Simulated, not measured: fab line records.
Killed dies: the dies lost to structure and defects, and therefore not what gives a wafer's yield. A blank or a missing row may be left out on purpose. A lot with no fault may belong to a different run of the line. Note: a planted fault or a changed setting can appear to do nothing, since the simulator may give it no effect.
fab line records :: flow nandHarc
record
  lots=6
  wafers=18
  lastDay=30
route steps=1302 shown P_GATE@120
lots with no fault: from the same line, run without faults
startH: the number of hours between the record's first day and the start of the first shown wafer of the lot :: waitH: hours from the lot's prior step to this one :: " the same as in the row above :: L1.1+2: several wafers, shown together as one row :: - no value, or no start was given :: * or withheld: withheld :: < > ~ a bound
route shown NAME@n: a module of which the file shows steps, and the number in the route of the first :: usual: average and standard deviation across the fault-free wafers :: same: alike in all rows :: chamber/n: place in a boat :: sites: each site's reading :: _std_site: their standard deviation :: _edge_site: inner sites' mean taken away from outer sites' mean :: radiusMm: how far each site lies from the wafer's centre :: mask NAME#n: copy n :: behind: the tool/chamber that last shaped the wafer :: hold: why the lot was held/for how many hours/how that ended :: device: the n, p or np transistor that did not switch :: end of line: tests run on the same wafers once the route is complete :: a step without rows: its recipe alone :: killed: count of dies lost to structure and defects at first sort (not the wafer's yield) :: map: a wafer's dies, marking killed ones x, the rest . and places with no die _
set.NAME: setting as actually run; set.NAME@STEP: the setting as run at that earlier step :: model.NAME: the simulator's own value behind a step, which no gauge read
lots seen at some steps along the route; tables by step, rows by wafer
services: the hour from which a tool's chamber was out of use, counted from the record's first day as startH (under 0 if before that day), plus the number of hours and why
## steps
# step NHARC_P_GATE_PEB_09
# recipe
  pebTempC=118
  pebTimeS=85
# step NHARC_P_GATE_DEVELOP_10
# recipe
  timeS=70
# step NHARC_P_GATE_CD_MEAS_11
# recipe
  targetCdNm=1640
  landingEnergyEv=500
# usual
  cdNm=1639.5/1.5
lot.wafer: L854.2
tool: cdSem-02
chamber: 0
startH: 139.01
waitH: -
cdNm: 1638.0

lot.wafer: L854.3
tool: cdSem-02
chamber: 0
startH: 139.01
waitH: -
cdNm: 1638.2

lot.wafer: L854.6
tool: cdSem-02
chamber: 0
startH: 139.01
waitH: -
cdNm: 1636.8

lot.wafer: L859.1
tool: cdSem-02
chamber: 0
startH: 188.18
waitH: -
cdNm: 1638.9

lot.wafer: L859.2
tool: cdSem-02
chamber: 0
startH: 188.18
waitH: -
cdNm: 1639.6

lot.wafer: L859.4
tool: cdSem-02
chamber: 0
startH: 188.18
waitH: -
cdNm: 1640.0

lot.wafer: L860.1
tool: cdSem-01
chamber: 0
startH: 199.75
waitH: -
cdNm: 1640.4

lot.wafer: L860.3
tool: cdSem-01
chamber: 0
startH: 199.75
waitH: -
cdNm: 1641.1

lot.wafer: L860.6
tool: cdSem-01
chamber: 0
startH: 199.75
waitH: -
cdNm: 1642.6

lot.wafer: L861.1
tool: cdSem-03
chamber: 0
startH: 210.07
waitH: -
cdNm: 1643.3

lot.wafer: L861.3
tool: cdSem-03
chamber: 0
startH: 210.07
waitH: -
cdNm: 1641.7

lot.wafer: L861.4
tool: cdSem-03
chamber: 0
startH: 210.07
waitH: -
cdNm: 1642.0

lot.wafer: L864.1
tool: cdSem-02
chamber: 0
startH: 244.12
waitH: -
cdNm: 1639.7

lot.wafer: L864.3
tool: cdSem-02
chamber: 0
startH: 244.12
waitH: -
cdNm: 1638.8

lot.wafer: L864.6
tool: cdSem-02
chamber: 0
startH: 244.12
waitH: -
cdNm: 1640.5

lot.wafer: L865.1
tool: cdSem-01
chamber: 0
startH: 248.15
waitH: -
cdNm: 1638.9

lot.wafer: L865.4
tool: cdSem-01
chamber: 0
startH: 248.15
waitH: -
cdNm: 1639.1

lot.wafer: L865.6
tool: cdSem-01
chamber: 0
startH: 248.15
waitH: -
cdNm: 1638.7
# step NHARC_P_GATE_HARDBAKE_12
# recipe
  tempC=125
  timeS=80
# step NHARC_P_GATE_DESCUM_13
# recipe
  timeS=3
  o2FlowSccm=200
  arFlowSccm=0
  biasPowerW=0
  chemistry=O2
# usual
  drypumpMotorCurrentA=5.9/0.53
  o2FlowSccm=200.0/0.7
  oesProductAu=1.002/0.0069
  rfVppV=57.7/0.85
  showerheadPlenumPTorr=1.91/0.077
  throttleValvePct=11.311/0.0091
# same
  biasPowerW=0
lot.wafer: L854.2
tool: rieDiel-05
chamber: 0
startH: 139.19
waitH: -
drypumpMotorCurrentA: 4.9
o2FlowSccm: 199.6
oesProductAu: 1.017
rfHoursCounterH: 5.0
rfVppV: 57.4
showerheadPlenumPTorr: 1.84
throttleValvePct: 11.322

lot.wafer: L854.3
tool: rieDiel-05
chamber: 1
startH: 139.19
waitH: -
drypumpMotorCurrentA: 5.7
o2FlowSccm: 200.2
oesProductAu: 1.013
rfHoursCounterH: 6.0
rfVppV: 57.6
showerheadPlenumPTorr: 1.86
throttleValvePct: 11.308

lot.wafer: L854.6
tool: rieDiel-05
chamber: 2
startH: 139.19
waitH: -
drypumpMotorCurrentA: 5.5
o2FlowSccm: 200.4
oesProductAu: 1.003
rfHoursCounterH: -
rfVppV: 58.2
showerheadPlenumPTorr: 1.98
throttleValvePct: 11.302

lot.wafer: L859.4
tool: rieDiel-02
chamber: 0
startH: 188.34
waitH: -
drypumpMotorCurrentA: 5.6
o2FlowSccm: 200.4
oesProductAu: 1.008
rfHoursCounterH: 5.6
rfVppV: 58.6
showerheadPlenumPTorr: 2.02
throttleValvePct: 11.317

lot.wafer: L859.1
tool: rieDiel-02
chamber: 1
startH: 188.34
waitH: -
drypumpMotorCurrentA: 5.5
o2FlowSccm: 198.9
oesProductAu: 0.997
rfHoursCounterH: 6.0
rfVppV: 57.3
showerheadPlenumPTorr: 1.85
throttleValvePct: 11.313

lot.wafer: L859.2
tool: rieDiel-02
chamber: 2
startH: 188.34
waitH: -
drypumpMotorCurrentA: 6.6
o2FlowSccm: 200.2
oesProductAu: 1.000
rfHoursCounterH: 7.1
rfVppV: 59.3
showerheadPlenumPTorr: 1.94
throttleValvePct: 11.311

lot.wafer: L860.3
tool: rieDiel-02
chamber: 3
startH: 199.92
waitH: -
drypumpMotorCurrentA: 5.8
o2FlowSccm: 199.5
oesProductAu: 1.003
rfHoursCounterH: 7.1
rfVppV: 57.4
showerheadPlenumPTorr: 2.02
throttleValvePct: 11.315

lot.wafer: L860.1
tool: rieDiel-02
chamber: 0
startH: 199.92
waitH: -
drypumpMotorCurrentA: 5.7
o2FlowSccm: 199.4
oesProductAu: 1.000
rfHoursCounterH: 5.6
rfVppV: 57.5
showerheadPlenumPTorr: 2.02
throttleValvePct: 11.317

lot.wafer: L860.6
tool: rieDiel-02
chamber: 2
startH: 199.92
waitH: -
drypumpMotorCurrentA: 6.6
o2FlowSccm: 198.9
oesProductAu: 1.002
rfHoursCounterH: -
rfVppV: 58.7
showerheadPlenumPTorr: 1.94
throttleValvePct: 11.322

lot.wafer: L861.4
tool: rieDiel-05
chamber: 1
startH: 210.23
waitH: -
drypumpMotorCurrentA: 5.7
o2FlowSccm: 200.3
oesProductAu: 1.003
rfHoursCounterH: 10.0
rfVppV: 58.1
showerheadPlenumPTorr: 1.85
throttleValvePct: 11.317

lot.wafer: L861.1
tool: rieDiel-05
chamber: 3
startH: 210.23
waitH: -
drypumpMotorCurrentA: 6.6
o2FlowSccm: 198.8
oesProductAu: 0.989
rfHoursCounterH: 8.6
rfVppV: 56.3
showerheadPlenumPTorr: 1.87
throttleValvePct: 11.314

lot.wafer: L861.3
tool: rieDiel-05
chamber: 0
startH: 210.23
waitH: -
drypumpMotorCurrentA: 4.8
o2FlowSccm: 200.3
oesProductAu: 1.010
rfHoursCounterH: 9.1
rfVppV: 57.5
showerheadPlenumPTorr: 1.84
throttleValvePct: 11.319

lot.wafer: L864.1
tool: rieDiel-02
chamber: 3
startH: 244.28
waitH: -
drypumpMotorCurrentA: 5.8
o2FlowSccm: 199.2
oesProductAu: 1.008
rfHoursCounterH: 1.6
rfVppV: 58.2
showerheadPlenumPTorr: 2.02
throttleValvePct: 11.304

lot.wafer: L864.3
tool: rieDiel-02
chamber: 0
startH: 244.28
waitH: -
drypumpMotorCurrentA: 5.7
o2FlowSccm: 200.8
oesProductAu: 1.009
rfHoursCounterH: 1.6
rfVppV: 59.2
showerheadPlenumPTorr: 2.02
throttleValvePct: 11.303

lot.wafer: L864.6
tool: rieDiel-02
chamber: 1
startH: 244.28
waitH: -
drypumpMotorCurrentA: 5.5
o2FlowSccm: 199.5
oesProductAu: 1.021
rfHoursCounterH: -
rfVppV: 57.5
showerheadPlenumPTorr: 1.85
throttleValvePct: 11.323

lot.wafer: L865.4
tool: rieDiel-06
chamber: 3
startH: 248.31
waitH: -
drypumpMotorCurrentA: 6.5
o2FlowSccm: 199.8
oesProductAu: 0.998
rfHoursCounterH: 7.4
rfVppV: 58.1
showerheadPlenumPTorr: 1.81
throttleValvePct: 11.311

lot.wafer: L865.1
tool: rieDiel-06
chamber: 0
startH: 248.31
waitH: -
drypumpMotorCurrentA: 5.8
o2FlowSccm: 199.3
oesProductAu: 0.990
rfHoursCounterH: 6.5
rfVppV: 58.3
showerheadPlenumPTorr: 1.99
throttleValvePct: 11.316

lot.wafer: L865.6
tool: rieDiel-06
chamber: 3
startH: 248.31
waitH: -
drypumpMotorCurrentA: 6.5
o2FlowSccm: 199.6
oesProductAu: 0.997
rfHoursCounterH: -
rfVppV: 57.3
showerheadPlenumPTorr: 1.81
throttleValvePct: 11.301
# step NHARC_P_GATE_ETCH_14
# recipe
  targetDepthA=488
  chemistry=dHF
  material=SiO2
# step NHARC_P_GATE_STRIP_15
# recipe
  timeS=780
  tempC=130
  chemistry=SPM
# step NHARC_P_GATE_PRECLEAN_71
# recipe
  timeS=*
  tempC=50
  bathAgeMin=0
  chemistry=SC1
# step NHARC_P_GATE_SRD_72
# step NHARC_P_GATE_OXIDE_16
# recipe
  targetThkA=30
  tempC=875
  oxTimeS=392
  material=SiO2
# step NHARC_P_GATE_CVD_17
# recipe
  targetThkA=1500
  tempC=620
  timeS=900
  material=poly-Si
# step NHARC_P_GATE_HM_DEP_102
# recipe
  targetThkA=1200
  tempC=400
  material=aC
# usual
  throttleValvePct=35.000/0.0087
lot.wafer: L854.2
tool: aclDep-03
chamber: 0
startH: 153.02
waitH: 0.5
throttleValvePct: 34.997

lot.wafer: L854.3
tool: aclDep-03
chamber: 0
startH: 153.02
waitH: 0.5
throttleValvePct: 35.010

lot.wafer: L854.6
tool: aclDep-03
chamber: 0
startH: 153.02
waitH: 0.5
throttleValvePct: 34.997

lot.wafer: L859.1
tool: aclDep-03
chamber: 0
startH: 203.59
waitH: 2.9
throttleValvePct: 35.000

lot.wafer: L859.2
tool: aclDep-03
chamber: 0
startH: 203.59
waitH: 2.9
throttleValvePct: 34.988

lot.wafer: L859.4
tool: aclDep-03
chamber: 0
startH: 203.59
waitH: 2.9
throttleValvePct: 35.002

lot.wafer: L860.1
tool: aclDep-02
chamber: 0
startH: 215.92
waitH: 2.4
throttleValvePct: 35.003

lot.wafer: L860.3
tool: aclDep-02
chamber: 0
startH: 215.92
waitH: 2.4
throttleValvePct: 34.997

lot.wafer: L860.6
tool: aclDep-02
chamber: 0
startH: 215.92
waitH: 2.4
throttleValvePct: 35.012

lot.wafer: L861.1
tool: aclDep-02
chamber: 0
startH: 226.44
waitH: 1.6
throttleValvePct: 34.991

lot.wafer: L861.3
tool: aclDep-02
chamber: 0
startH: 226.44
waitH: 1.6
throttleValvePct: 35.010

lot.wafer: L861.4
tool: aclDep-02
chamber: 0
startH: 226.44
waitH: 1.6
throttleValvePct: 34.993

lot.wafer: L864.1
tool: aclDep-01
chamber: 0
startH: 265.17
waitH: 8.9
throttleValvePct: 34.992

lot.wafer: L864.3
tool: aclDep-01
chamber: 0
startH: 265.17
waitH: 8.9
throttleValvePct: 35.012

lot.wafer: L864.6
tool: aclDep-01
chamber: 0
startH: 265.17
waitH: 8.9
throttleValvePct: 34.991

lot.wafer: L865.1
tool: aclDep-03
chamber: 0
startH: 267.48
waitH: 7.0
throttleValvePct: 34.997

lot.wafer: L865.4
tool: aclDep-03
chamber: 0
startH: 267.48
waitH: 7.0
throttleValvePct: 35.002

lot.wafer: L865.6
tool: aclDep-03
chamber: 0
startH: 267.48
waitH: 7.0
throttleValvePct: 34.994
# step NHARC_P_GATE_DEP_103
# recipe
  targetThkA=300
  targetThkNm=30
  tempC=400
  flowSccm=200
  rfW=350
  material=SiON
# usual
  heaterPowerW=732/120
lot.wafer: L854.2
tool: pecvd-03
chamber: 2
startH: 153.61
waitH: 0.5
heaterPowerW: 796

lot.wafer: L854.3
tool: pecvd-03
chamber: 0
startH: 153.61
waitH: 0.5
heaterPowerW: 906

lot.wafer: L854.6
tool: pecvd-03
chamber: 1
startH: 153.61
waitH: 0.5
heaterPowerW: 632

lot.wafer: L859.2
tool: pecvd-01
chamber: 2
startH: 204.27
waitH: 0.5
heaterPowerW: 726

lot.wafer: L859.1
tool: pecvd-01
chamber: 1
startH: 204.27
waitH: 0.5
heaterPowerW: 845

lot.wafer: L859.4
tool: pecvd-01
chamber: 0
startH: 204.27
waitH: 0.5
heaterPowerW: 961

lot.wafer: L860.3
tool: pecvd-04
chamber: 0
startH: 216.61
waitH: 0.4
heaterPowerW: 652

lot.wafer: L860.1
tool: pecvd-04
chamber: 1
startH: 216.61
waitH: 0.4
heaterPowerW: 506

lot.wafer: L860.6
tool: pecvd-04
chamber: 0
startH: 216.61
waitH: 0.4
heaterPowerW: 665

lot.wafer: L861.3
tool: pecvd-03
chamber: 1
startH: 227.14
waitH: 0.4
heaterPowerW: 711

lot.wafer: L861.1
tool: pecvd-03
chamber: 2
startH: 227.14
waitH: 0.4
heaterPowerW: 821

lot.wafer: L861.4
tool: pecvd-03
chamber: 2
startH: 227.14
waitH: 0.4
heaterPowerW: 837

lot.wafer: L864.3
tool: pecvd-04
chamber: 0
startH: 265.87
waitH: 0.4
heaterPowerW: 661

lot.wafer: L864.1
tool: pecvd-04
chamber: 1
startH: 265.87
waitH: 0.4
heaterPowerW: 512

lot.wafer: L864.6
tool: pecvd-04
chamber: 0
startH: 265.87
waitH: 0.4
heaterPowerW: 687

lot.wafer: L864.3
tool: pecvd-04
chamber: 0
startH: 266.24
waitH: 0.3
heaterPowerW: 693

lot.wafer: L864.1
tool: pecvd-04
chamber: 1
startH: 266.24
waitH: 0.3
heaterPowerW: 516

lot.wafer: L864.6
tool: pecvd-04
chamber: 0
startH: 266.24
waitH: 0.3
heaterPowerW: 684

lot.wafer: L865.1
tool: pecvd-04
chamber: 2
startH: 268.16
waitH: 0.6
heaterPowerW: 812

lot.wafer: L865.4
tool: pecvd-04
chamber: 0
startH: 268.16
waitH: 0.6
heaterPowerW: 665

lot.wafer: L865.6
tool: pecvd-04
chamber: 1
startH: 268.16
waitH: 0.6
heaterPowerW: 580

lot.wafer: L865.1
tool: pecvd-04
chamber: 2
startH: 268.52
waitH: 0.3
heaterPowerW: 803

lot.wafer: L865.4
tool: pecvd-04
chamber: 0
startH: 268.52
waitH: 0.3
heaterPowerW: 669

lot.wafer: L865.6
tool: pecvd-04
chamber: 1
startH: 268.52
waitH: 0.3
heaterPowerW: 580
# step NHARC_P_GATE_DEHYDRATE_18
# recipe
  tempC=150
  timeS=120
## services
tool: aclDep-03
chamber: -
startH: 120.37
hours: 13.0
kind: pm

tool: rieDiel-05
chamber: 0
startH: 126.32
hours: 10.2
kind: repair

tool: pecvd-01
chamber: -
startH: 130.00
hours: 13.0
kind: pm

tool: rieDiel-06
chamber: -
startH: 130.20
hours: 9.0
kind: pm

tool: rieDiel-05
chamber: 2
startH: 130.34
hours: 3.2
kind: repair

tool: rieDiel-02
chamber: -
startH: 131.72
hours: 13.7
kind: repair

tool: pecvd-04
chamber: -
startH: 137.38
hours: 2.8
kind: repair

tool: pecvd-03
chamber: -
startH: 151.25
hours: 0.9
kind: repair

tool: rieDiel-06
chamber: -
startH: 152.23
hours: 0.2
kind: repair

tool: pecvd-01
chamber: 2
startH: 152.72
hours: 11.4
kind: repair

tool: pecvd-04
chamber: -
startH: 155.05
hours: 1.4
kind: repair

tool: rieDiel-06
chamber: -
startH: 156.92
hours: 0.3
kind: repair

tool: rieDiel-05
chamber: -
startH: 157.73
hours: 2.2
kind: repair

tool: rieDiel-06
chamber: 2
startH: 177.31
hours: 5.3
kind: repair

tool: pecvd-03
chamber: -
startH: 185.00
hours: 13.0
kind: pm

tool: rieDiel-05
chamber: 2
startH: 185.56
hours: 11.5
kind: repair

tool: aclDep-01
chamber: -
startH: 187.84
hours: 13.0
kind: pm

tool: rieDiel-02
chamber: -
startH: 216.81
hours: 9.0
kind: pm

tool: pecvd-03
chamber: -
startH: 216.83
hours: 0.7
kind: repair

tool: pecvd-01
chamber: 1
startH: 221.88
hours: 6.7
kind: repair

tool: rieDiel-05
chamber: 1
startH: 225.26
hours: 9.2
kind: repair

tool: rieDiel-05
chamber: -
startH: 229.60
hours: 9.0
kind: pm

tool: aclDep-02
chamber: -
startH: 241.96
hours: 13.0
kind: pm

tool: rieDiel-02
chamber: 2
startH: 242.07
hours: 7.0
kind: repair
## key
firstSign
  step=NHARC_P_GATE_DEP_103
  reading=visit
  direction=added
effect none on later readings
metAt NHARC_P_GATE_DEP_103
struckWafers L864.1,L864.3,L864.6,L865.1,L865.4,L865.6
testerLeftOut L864,L865
fault
  kind=repeatedStepWhole
  tool=pecvd-01,pecvd-03,pecvd-04
  chamber=-
  onsetH=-
  steps=NHARC_P_GATE_DEP_103
  times=1
  scope=struckLotsOnly
# testerLeftOut: of these lots the tester's yield and bins aren't shown, on N5 and GAA mostly nor the transistor test; their killed dies are dies lost to structure and defects alone, not to doping, threshold or leakage, so they don't give the yield
